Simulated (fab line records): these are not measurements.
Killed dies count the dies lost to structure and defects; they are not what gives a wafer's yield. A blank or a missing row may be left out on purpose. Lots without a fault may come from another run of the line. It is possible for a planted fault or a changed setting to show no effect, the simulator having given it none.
fab line records | flow nandHarc
[record] lots = 6 wafers = 18 lastDay = 33
route steps=1302 shown A_DECK1_JOINT@533 A_ONON_D2@545
lots that met no fault: from a run of the same line without faults
startH: hours from the record's opening day to when the first of the lot's shown wafers began | waitH: hours from the lot's prior step to this one | " as in the row above | L1.1+2: several wafers, shown together as one row | - no value, or no start was given | * or withheld: withheld | < > ~ a bound
route shown NAME@n: names a module that has steps shown in the file, with the first one's number in the route | usual: mean/standard deviation taken from wafers without a fault | same: alike in all rows | chamber/n: place in a boat | sites: per-site readings | _std_site: the standard deviation of these | _edge_site: outer sites' mean less inner sites' | radiusMm: how far each site lies from the wafer's centre | mask NAME#n: copy n | behind: tool/chamber where the wafer was last shaped | hold: the reason the lot was held/the length of the hold in hours/how it ended | device: which transistor (n, p or np) failed to switch | end of line: the same wafers' tests at the end of the route | step lacking rows: just its recipe | killed: the dies lost at the first sort to structure and to defects; this is not the yield of the wafer | map: a wafer's dies, x killed, . not, _ none there
set.NAME: the setting that was run; set.NAME@STEP: the one run at that earlier step | model.NAME: the simulator's own value behind a step, which no gauge read
a table for each step, a row for each wafer; lots at some steps of the route
services: a tool's chamber out of use, with start hour (startH, from the record's first day; less than 0 if before it), hours out, and reason
[[steps]]
[step NHARC_A_DECK1_JOINT_CVD_34]
[recipe] targetThkA = 200 tempC = 700 pressureMtorr = 300 material = SiNx
[step NHARC_A_DECK1_JOINT_DEP_06]
[recipe] targetThkA = 800 tempC = 65 material = SiOx
[step NHARC_A_DECK1_JOINT_CURE_26]
[recipe] tempC = 150 timeS = 32 pressureAtm = 0.395
[step NHARC_A_DECK1_JOINT_ANNEAL_27]
[recipe] tempC = 400 timeS = 3600 idleTempC = 300 rampUpCPerMin = 10 densificationPH2oTorr = 640
[step NHARC_A_DECK1_JOINT_ANNEAL_28]
[recipe] tempC = 500 timeS = 1800 idleTempC = 400 rampUpCPerMin = 10 densificationPH2oTorr = 640
[step NHARC_A_DECK1_JOINT_ANNEAL_29]
[recipe] tempC = 750 timeS = 1800 idleTempC = 500 rampUpCPerMin = 10 rampDownCPerMin = 3
[step NHARC_A_DECK1_JOINT_CMP_02]
[recipe] material = SiOx
[usual] edgeZonePressureFrac = 1.000/0.0055 motorCurrentA = 11.5/0.97
// columns lot.wafer tool chamber startH waitH edgeZonePressureFrac motorCurrentA
L756.3 cmp-02 3 273.67 0.4 1.006 11.0
L756.2 " 0 " " 1.004 10.1
L756.6 " 0 " " 1.003 10.3
L759.1 cmp-03 1 301.11 0.4 0.997 11.2
L759.4 " 3 " " 1.005 11.3
L759.6 " 1 " " 1.001 10.6
L760.4 cmp-03 2 324.04 0.4 1.005 12.4
L760.2 " 0 " " 1.000 10.9
L760.5 " 2 " " 1.005 12.9
L768.2 cmp-03 3 417.60 0.4 1.001 11.1
L768.1 " 1 " " 1.002 11.0
L768.5 " 3 " " 0.996 11.2
L775.3 cmp-03 0 477.13 0.4 0.998 11.1
L775.6 " 1 " " 1.003 10.6
L775.5 " 2 " " 1.001 12.2
L776.4 cmp-03 1 486.19 0.4 1.004 10.7
L776.1 " 3 " " 1.002 11.2
L776.5 " 2 " " 1.007 12.5
[step NHARC_A_DECK1_JOINT_SRD_15]
[step NHARC_A_DECK1_JOINT_DEP_16]
[recipe] targetThkA = 450 tempC = 400 pressureTorr = 6.5 rfW = 900 teosFlowSccm = 161.4 flowSccm = 2650 targetThkNm = 45 gas = O2 material = SiO2
[usual] heaterPowerOuterW = 269/52 heaterPowerW = 501/69 rfFwdPowerW = 896/3.1 throttleValvePct = 15.9/0.55
// columns lot.wafer tool chamber startH waitH heaterPowerOuterW heaterPowerW rfFwdPowerW throttleValvePct
L756.2 pecvd-03 1 274.08 0.1 356 602 897 16.0
L756.3 " 2 " " 244 491 897 15.4
L756.6 " 1 " " 361 610 898 15.9
L759.1 pecvd-03 1 301.58 0.1 305 565 895 16.1
L759.6 " 2 " " 236 475 900 15.4
L759.4 " 1 " " 303 558 898 16.1
L760.2 pecvd-03 0 324.47 0.1 208 452 895 15.1
L760.4 " 1 " " 334 611 896 16.2
L760.5 " 2 " " 320 586 898 15.4
L768.2 pecvd-03 1 418.34 0.5 331 549 897 16.6
L768.1 " 2 " " 299 549 899 15.2
L768.5 " 2 " " 312 556 901 15.6
L775.3 pecvd-03 0 477.50 0.1 261 546 892 14.9
L775.6 " 1 " " 305 522 897 16.6
L775.5 " 2 " " 232 465 901 15.5
L776.1 pecvd-02 1 486.58 0.1 223 465 897 15.4
L776.4 " 1 " " 232 465 901 15.4
L776.5 " 0 " " 226 425 896 16.7
[step NHARC_A_DECK1_JOINT_THK_MEAS_17]
[recipe] thkMeasGauge = ellipsometry
[usual] thkNm = 45.3/1.2
// columns lot.wafer tool chamber startH waitH thkNm
L756.2 filmMetro-02 - 274.36 0.3 44.7
L756.3 " - " " 45.4
L756.6 " - " " 47.1
L759.1 filmMetro-02 - 301.80 0.2 45.5
L759.4 " - " " 44.2
L759.6 " - " " 42.8
L760.2 filmMetro-01 - 324.69 0.2 46.0
L760.4 " - " " 45.7
L760.5 " - " " 46.0
L768.1 filmMetro-01 - 418.71 0.3 43.5
L768.2 " - " " 45.6
L768.5 " - " " 43.8
L775.3 filmMetro-01 - 477.73 0.2 45.7
L775.5 " - " " 47.1
L775.6 " - " " 48.0
L776.1 filmMetro-02 - 486.87 0.3 45.5
L776.4 " - " " 46.7
L776.5 " - " " 46.7
[step NHARC_A_DECK1_JOINT_INSPECT_05]
[usual] rawDefectCount = 337/140
// columns lot.wafer tool chamber startH waitH rawDefectCount
L756.2 defectInspect-02 - 274.39 0.0 214
L756.3 " - " " 188
L756.6 " - " " 260
L759.1 defectInspect-02 - 301.84 0.0 247
L759.4 " - " " 360
L759.6 " - " " 177
L760.2 defectInspect-02 - 324.73 0.0 300
L760.4 " - " " 336
L760.5 " - " " 314
L768.1 defectInspect-02 - 418.74 0.0 385
L768.2 " - " " 385
L768.5 " - " " 417
L775.3 defectInspect-01 - 477.76 0.0 867
L775.5 " - " " 702
L775.6 " - " " 332
L776.1 defectInspect-01 - 486.90 0.0 498
L776.4 " - " " 805
L776.5 " - " " 637
[step NHARC_A_ONON_D2_DEP_00]
[recipe] targetThkA = 10000 n2FlowSccm = 2750 n2oFlowSccm = 2000 nh3FlowSccm = 500 sih4FlowSccm = 210 tempC = 400
[usual] n2FlowSccm = 2748/8.7
// columns lot.wafer tool chamber startH waitH n2FlowSccm
L756.2 pecvdOnon-03 0 274.52 0.1 2751
L756.3 " 0 " " 2743
L756.6 " 0 " " 2747
L759.1 pecvdOnon-04 0 301.91 0.1 2740
L759.4 " 0 " " 2737
L759.6 " 0 " " 2747
L760.2 pecvdOnon-04 0 324.85 0.1 2751
L760.4 " 0 " " 2760
L760.5 " 0 " " 2755
L768.1 pecvdOnon-04 0 418.81 0.1 2751
L768.2 " 0 " " 2740
L768.5 " 0 " " 2746
L775.3 pecvdOnon-04 0 477.95 0.2 2750
L775.5 " 0 " " 2736
L775.6 " 0 " " 2738
L776.1 pecvdOnon-03 0 486.97 0.1 2757
L776.4 " 0 " " 2746
L776.5 " 0 " " 2753
[step NHARC_A_ONON_D2_THK_MEAS_02]
[recipe] thkMeasGauge = ellipsometry
[usual] thkNm = 1003/11
// columns lot.wafer tool chamber startH waitH hold thkNm
L756.2 filmMetro-02 - 274.97 - - 1002
L756.3 " - " " - 1003
L756.6 " - " " - 1004
L759.1 filmMetro-02 - 302.42 - awaitDispo/0.2h/release 443
L759.4 " - " " awaitDispo/0.2h/release 443
L759.6 " - " " awaitDispo/0.2h/release 443
L759.1 filmMetro-02 - 302.59 0.2 - 442
L759.4 " - " " - 444
L759.6 " - " " - 442
L760.2 filmMetro-02 - 325.31 - awaitDispo/0.2h/release 454
L760.4 " - " " awaitDispo/0.2h/release 454
L760.5 " - " " awaitDispo/0.2h/release 454
L760.2 filmMetro-02 - 325.48 0.2 - 454
L760.4 " - " " - 454
L760.5 " - " " - 455
L768.1 filmMetro-02 - 419.31 - - 1006
L768.2 " - " " - 1002
L768.5 " - " " - 1005
L775.3 filmMetro-01 - 478.34 - - 1011
L775.5 " - " " - 1011
L775.6 " - " " - 1008
L776.1 filmMetro-02 - 487.48 - - 997
L776.4 " - " " - 997
L776.5 " - " " - 996
[[services]]
// columns tool chamber startH hours kind
cmp-03 - 270.60 4.0 pm
cmp-03 - 274.60 - consumableReplace:conditioner
cmp-03 - 274.60 - consumableReplace:pad
pecvd-02 - 277.12 0.7 repair
cmp-03 - 287.82 0.3 repair
cmp-03 - 290.13 4.1 repair
cmp-03 - 305.34 1.8 repair
pecvdOnon-04 - 311.15 13.0 pm
cmp-02 - 330.50 1.4 repair
cmp-02 - 331.94 4.0 pm
pecvd-02 2 365.23 22.9 repair
pecvdOnon-03 - 365.51 4.5 repair
pecvd-03 - 366.00 13.0 pm
pecvd-03 0 366.00 13.0 ventCycle
pecvd-03 1 366.00 13.0 ventCycle
cmp-03 - 368.60 4.0 pm
pecvd-03 2 387.47 3.4 repair
pecvdOnon-03 - 408.00 13.0 pm
pecvd-02 - 408.32 13.0 pm
pecvd-03 0 413.59 6.4 repair
cmp-02 - 429.94 4.0 pm
pecvd-03 - 437.17 4.6 repair
cmp-03 - 466.60 4.0 pm
pecvd-03 2 483.82 7.7 repair
[[key]]
[firstSign] step = NHARC_A_ONON_D2_THK_MEAS_02 reading = visit direction = added
[effect] step = NHARC_A_ONON_D2_THK_MEAS_02 reading = thkNm direction = down sigmas = 50 usual = 1003 struck = 449
metAt NHARC_A_ONON_D2_DEP_00
struckWafers L759.1,L759.4,L759.6,L760.2,L760.4,L760.5
scrappedBehind NHARC_A_ONON_D2_THK_MEAS_02 L759.1,L759.4,L759.6,L760.2,L760.4,L760.5
[fault] kind = processParameterDrift tool = pecvdOnon-04 chamber = 0 onsetH = 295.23 steps = NHARC_A_ONON_D2_DEP_00 channel = targetThkA offset = * shape = step endH = 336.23 actsIn = * stated = *
